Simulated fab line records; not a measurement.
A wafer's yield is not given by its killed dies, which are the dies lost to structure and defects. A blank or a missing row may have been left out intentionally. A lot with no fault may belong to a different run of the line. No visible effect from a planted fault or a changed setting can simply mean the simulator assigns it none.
Chamber matching | flow nandHarc | NHARC_A_CHANNEL_HOLE_D1_DEP_01 on pecvd-03: 3 sister chambers
The step deposits SiON, target thk 140 nm. 3 wafers are shown with their chamber, then 7 later ones without.

EACH WAFER AND ITS CHAMBER
wafer  | chamber | showerheadVppV (V)
L517.2 | 0       | 1086
L526.1 | 1       | 1167
L526.3 | 2       | 1198

WAFERS WITH NO CHAMBER GIVEN
wafer  | showerheadVppV (V)
L526.5 | 1065
L527.1 | 1073
L527.4 | 1057
L527.5 | 1180
L530.1 | 1074
L530.5 | 1218
L530.6 | 1082

CHAMBER TAKEN BY EACH
wafer  | from the rows above     | in truth
L526.5 | 0                       | 0
L527.1 | 0                       | 0
L527.4 | 0                       | 0
L527.5 | can't be placed: 1 or 2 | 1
L530.1 | 0                       | 0
L530.5 | can't be placed: 2 or 1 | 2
L530.6 | 0                       | 0
Correctly placed: 5 of 7. From these rows, 2 cannot be placed; in 2 the true chamber is one of the candidates. Number placed wrongly: 0.
How it was worked out, from the rows above alone: a wafer's distance from a chamber is the root of the sum, over the readings, of the square of ((its reading less the chamber's mean) divided by the reading's scatter). The wafer belongs to the nearest chamber; if the next one is less than 2 further off, it can't be placed. The mean given for a chamber averages the wafers shown for that chamber. The scatter (one wafer shown for each chamber): square how far every hidden wafer sits from the nearest shown wafer, average those squares and take the square root.
